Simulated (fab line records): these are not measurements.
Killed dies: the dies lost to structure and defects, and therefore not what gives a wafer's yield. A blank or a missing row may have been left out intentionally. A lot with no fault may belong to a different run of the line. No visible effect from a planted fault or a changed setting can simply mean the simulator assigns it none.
Chamber matching / flow n5-finfet / rie-si-01 running N5_DUMMY_GATE_ETCH_44: 4 sister chambers
The step etches poly-Si in HBr/O2, stops on SiO2, target depth 127.5 nm. 4 wafers are shown with their chamber, then 9 later ones without.

## WAFERS, EACH WITH ITS CHAMBER
wafer=L087.6; chamber=1; throttle-valve-pct (%)=18.06
wafer=L091.6; chamber=2; throttle-valve-pct (%)=18.27
wafer=L092.4; chamber=0; throttle-valve-pct (%)=18.48
wafer=L092.6; chamber=3; throttle-valve-pct (%)=18.48

## WAFERS WHOSE CHAMBER IS MISSING
wafer=L094.1; throttle-valve-pct (%)=18.48
wafer=L094.2; throttle-valve-pct (%)=18.27
wafer=L094.3; throttle-valve-pct (%)=18.06
wafer=L096.2; throttle-valve-pct (%)=18.27
wafer=L096.3; throttle-valve-pct (%)=18.48
wafer=L096.5; throttle-valve-pct (%)=18.48
wafer=L097.2; throttle-valve-pct (%)=18.28
wafer=L097.4; throttle-valve-pct (%)=18.05
wafer=L097.5; throttle-valve-pct (%)=18.47

## WHICH CHAMBER EACH ONE RAN IN
wafer=L094.1; from the rows above=can't be placed: 0 or 3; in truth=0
wafer=L094.2; from the rows above=2; in truth=2
wafer=L094.3; from the rows above=1; in truth=1
wafer=L096.2; from the rows above=2; in truth=2
wafer=L096.3; from the rows above=can't be placed: 0 or 3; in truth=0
wafer=L096.5; from the rows above=can't be placed: 0 or 3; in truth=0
wafer=L097.2; from the rows above=2; in truth=2
wafer=L097.4; from the rows above=1; in truth=1
wafer=L097.5; from the rows above=can't be placed: 0 or 3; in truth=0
Correct placement for 5 of the 9. Unplaceable from these rows: 4, with the true chamber sitting among the candidates in 4. Wrongly placed: 0.
How it was worked out, from the rows above alone: a wafer's distance from a chamber is the root of the sum, over the readings, of the square of ((its reading less the chamber's mean) divided by the reading's scatter). If the next closest chamber is less than 2 further off than the closest, the wafer can't be placed; otherwise it belongs to the closest. A chamber's mean is the mean of its shown wafers. The scatter (one wafer shown for each chamber): square how far every hidden wafer sits from the nearest shown wafer, average those squares and take the square root.
